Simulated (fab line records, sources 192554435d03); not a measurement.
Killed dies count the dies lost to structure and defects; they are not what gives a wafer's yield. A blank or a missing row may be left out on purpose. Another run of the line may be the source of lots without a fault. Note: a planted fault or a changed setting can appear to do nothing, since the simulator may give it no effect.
Comparing a struck lot with a sound one || flow n5 finfet || 15 out of 1938 route steps
Sound: these wafers, L546.3, L546.4, L546.5. Struck: wafers L558.3, L558.5 (left out: L558.4, a lot-mate that was not struck); the cause follows at the end.
At each step with rows: each side's tool, then ch and its chambers, then its first start. Under that, the readings that differ: sound wafers || struck wafers || difference of the means || sigmas: that difference in standard deviations of wafers without a fault.
alike: same words and numbers on both sides, and readings whose means sit less than 2 such deviations apart. not compared: any withheld reading, any reading some wafer has no value for, any bound like >300 that may hide the same value, and any number with overlapping values for which the record gives no deviation.
A row with sigmas, a row that says differs or no value, or rows on one side alone: a step with any of these is where the two part. Numbers that don't overlap but have no deviation are shown without sigmas and don't part them. Lack of a reading on every wafer of one side parts them only where that side has two or more wafers.

first, 6 steps without rows for these wafers: N5_FIN_CUT_COAT_02 (resist thk 30 nm); N5_FIN_CUT_EBR_04; N5_FIN_CUT_SOFTBAKE_03 (time 60 s); N5_FIN_CUT_EXPOSE_05 (exposes mask FIN CUT); N5_FIN_CUT_PEB_06 (peb time 60 s); N5_FIN_CUT_DEVELOP_07 (develop time 30 s).
N5_FIN_CUT_CD_MEAS_08: target cd 29.1 nm.
  sound on cd sem-02 ch 0, day 3 08:10; struck on cd sem-03 ch 0, day 6 04:59
  alike: cd nm
N5_FIN_CUT_OVL_MEAS_09:
  sound on overlay-02 ch 0, day 3 08:13; struck on overlay-01 ch 0, day 6 05:01
  alike: FIN_CUT_OVL
N5_FIN_CUT_INSPECT_10: inspects for defects (brightfield).
  struck on defect inspect-02, day 6 05:04; sound on defect inspect-01, day 3 08:15
  alike: raw defect count
N5_FIN_CUT_DESCUM_13: chemistry O2, time 7 s.
  sound on rie diel-02 ch 0,2,3, day 3 08:20; struck on rie diel-04 ch 2, day 6 05:16
{"reading": "showerhead plenum p Torr (Torr)", "sound": "2.13 1.97 2.08", "struck": "2.20 2.20", "difference": "+0.14", "sigmas": "+2"}
  alike: drypump motor current A, oes product au, rf vpp V, throttle valve pct
  not compared: rf hours counter h
N5_FIN_CUT_ETCH_30: etches underlayer in N2/H2, target depth 13 nm, time 10.4 s.
  sound on rie diel-02 ch 0,2,3, day 3 08:22; struck on rie diel-04 ch 2, day 6 05:17
{"reading": "rf vpp V (V)", "sound": "524.9 520.3 521.8", "struck": "527.5 527.5", "difference": "+5.2", "sigmas": "+2"}
  alike: drypump motor current A, etch rf on time s, h2 flow sccm, oes product au, showerhead plenum p Torr, throttle valve pct
  not compared: rf hours counter h
N5_FIN_CUT_ETCH_20: etches SiARC in CF4, target depth 26 nm, time 43.3 s.
  sound on rie diel-02 ch 0,2,3, day 3 08:23; struck on rie diel-04 ch 2, day 6 05:19
  alike: cf4 flow sccm, drypump motor current A, etch rf on time s, oes product au, rf vpp V, showerhead plenum p Torr, throttle valve pct
  not compared: rf hours counter h
N5_FIN_CUT_ETCH_21: etches SOC in N2/H2, target depth 219 nm, overetch 43.8 nm, time 523.5 s.
  sound on rie diel-02 ch 0,2,3, day 3 08:25; struck on rie diel-04 ch 2, day 6 05:21
{"reading": "h2 flow sccm (sccm)", "sound": "199.6 200.4 199.8", "struck": "179.0 179.8", "difference": -20.5, "sigmas": -36}
{"reading": "throttle valve pct (%)", "sound": "17.85 18.13 18.08", "struck": "17.44 17.47", "difference": -0.57, "sigmas": -2}
  alike: drypump motor current A, oes product au, rf vpp V, showerhead plenum p Torr
  not compared: rf hours counter h
then, 1 step without rows for these wafers: N5_FIN_CUT_STRIP_23 (strips in N2/H2).
-- here the record skips 6 days between the struck wafers' starts before and after, leaving off in module FIN_CUT and picking up in module BEOL_M4 (first step shown: number 1111 of the route) --
N5_BEOL_M4_RC_MEAS_101:
  sound on prober-02 ch 0, day 9 12:44; struck on prober-01 ch 0, day 12 02:09
  alike: DIBL_N, DIBL_P, IOFF_N, IOFF_P, ION_N, ION_P, SS_N, SS_P, VT_N, VT_P

## WHERE THEY PART
First at N5_FIN_CUT_DESCUM_13; last, within this record, at N5_FIN_CUT_ETCH_21. Later steps at which nothing parts them and some readings are alike: N5_BEOL_M4_RC_MEAS_101.

WHY: whatever the simulator had introduced
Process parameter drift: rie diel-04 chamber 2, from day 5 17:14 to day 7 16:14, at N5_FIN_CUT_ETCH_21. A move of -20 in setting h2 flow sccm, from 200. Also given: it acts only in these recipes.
